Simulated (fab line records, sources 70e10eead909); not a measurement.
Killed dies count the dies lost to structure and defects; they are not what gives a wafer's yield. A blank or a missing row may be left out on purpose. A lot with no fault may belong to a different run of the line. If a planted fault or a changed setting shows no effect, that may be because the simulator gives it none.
Matching of chambers + flow nandHarc + NHARC_A_M0_STRIP_18 on rieDiel-05: 4 sister chambers
The step strips in N2/H2. 8 wafers are shown with their chamber, then 9 later ones without.

## WAFERS, EACH WITH ITS CHAMBER
| wafer  | chamber | drypumpMotorCurrentA (A) | oesProductAu (a.u.) |
|--------|---------|--------------------------|---------------------|
| L083.4 | 2       | 6.0                      | 1.009               |
| L087.1 | 3       | 6.7                      | 1.016               |
| L091.1 | 1       | 5.7                      | 1.004               |
| L091.2 | 0       | 5.3                      | 0.998               |
| L091.6 | 3       | 6.8                      | 1.004               |
| L093.1 | 2       | 6.0                      | 0.998               |
| L093.5 | 0       | 5.2                      | 0.991               |
| L093.6 | 1       | 5.7                      | 0.999               |

## WAFERS WHOSE CHAMBER IS MISSING
| wafer  | drypumpMotorCurrentA (A) | oesProductAu (a.u.) |
|--------|--------------------------|---------------------|
| L095.1 | 5.7                      | 0.998               |
| L095.3 | 6.8                      | 1.011               |
| L095.5 | 5.7                      | 1.005               |
| L096.1 | 6.0                      | 1.013               |
| L096.2 | 5.7                      | 1.005               |
| L096.4 | 6.8                      | 1.001               |
| L094.1 | 5.7                      | 1.009               |
| L094.4 | 6.7                      | 0.998               |
| L094.6 | 5.7                      | 1.000               |

## WHICH CHAMBER EACH ONE RAN IN
| wafer  | from the rows above | in truth |
|--------|---------------------|----------|
| L095.1 | 1                   | 1        |
| L095.3 | 3                   | 3        |
| L095.5 | 1                   | 1        |
| L096.1 | 2                   | 2        |
| L096.2 | 1                   | 1        |
| L096.4 | 3                   | 3        |
| L094.1 | 1                   | 1        |
| L094.4 | 3                   | 3        |
| L094.6 | 1                   | 1        |
Correct placement for 9 of the 9. Not placeable from these rows: 0. Wrongly placed: 0.
How it was worked out, from the rows above alone: a wafer's distance from a chamber is the root of the sum, over the readings, of the square of ((its reading less the chamber's mean) divided by the reading's scatter). If the next closest chamber is less than 2 further off than the closest, the wafer can't be placed; otherwise it belongs to the closest. Each chamber's mean is taken over the wafers shown for it. The scatter: take each reading less its chamber's mean, square it, sum over the shown wafers, divide by the number of wafers less the number of chambers, and take the root.
